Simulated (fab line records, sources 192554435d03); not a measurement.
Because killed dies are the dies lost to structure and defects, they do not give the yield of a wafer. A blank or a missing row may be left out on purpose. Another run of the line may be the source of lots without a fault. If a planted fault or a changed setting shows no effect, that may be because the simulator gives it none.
Chamber matching | flow n5_finfet | 4 sister chambers for N5_MOL_CONTACT_COAG_DESCUM_45 on rie_diel-03
The step chemistry O2, time 7 s. 4 wafers are shown with their chamber, then 9 later ones without.

== EACH WAFER AND ITS CHAMBER ==
wafer  | chamber | showerhead_plenum_p_Torr (Torr)
L079.2 | 0       | 1.96
L083.5 | 2       | 2.00
L084.4 | 3       | 2.09
L084.5 | 1       | 2.21

== WAFERS MISSING THEIR CHAMBER ==
wafer  | showerhead_plenum_p_Torr (Torr)
L089.1 | 2.09
L089.2 | 2.00
L089.4 | 2.21
L094.3 | 2.20
L094.4 | 2.00
L094.5 | 2.20
L097.1 | 1.99
L097.3 | 2.20
L097.6 | 1.99

== EACH ONE'S CHAMBER ==
wafer  | from the rows above | in truth
L089.1 | 3                   | 3
L089.2 | 2                   | 2
L089.4 | 1                   | 1
L094.3 | 1                   | 1
L094.4 | 2                   | 2
L094.5 | 1                   | 1
L097.1 | 2                   | 2
L097.3 | 1                   | 1
L097.6 | 2                   | 2
Placed correctly: 9 of 9. Number that these rows cannot place: 0. 0 placed wrongly.
How it was worked out, from the rows above alone: a wafer's distance from a chamber is the root of the sum, over the readings, of the square of ((its reading less the chamber's mean) divided by the reading's scatter). The wafer belongs to the nearest chamber; if the next one is less than 2 further off, it can't be placed. A chamber's mean is the mean of its shown wafers. The scatter (one wafer shown for each chamber): square how far every hidden wafer sits from the nearest shown wafer, average those squares and take the square root.
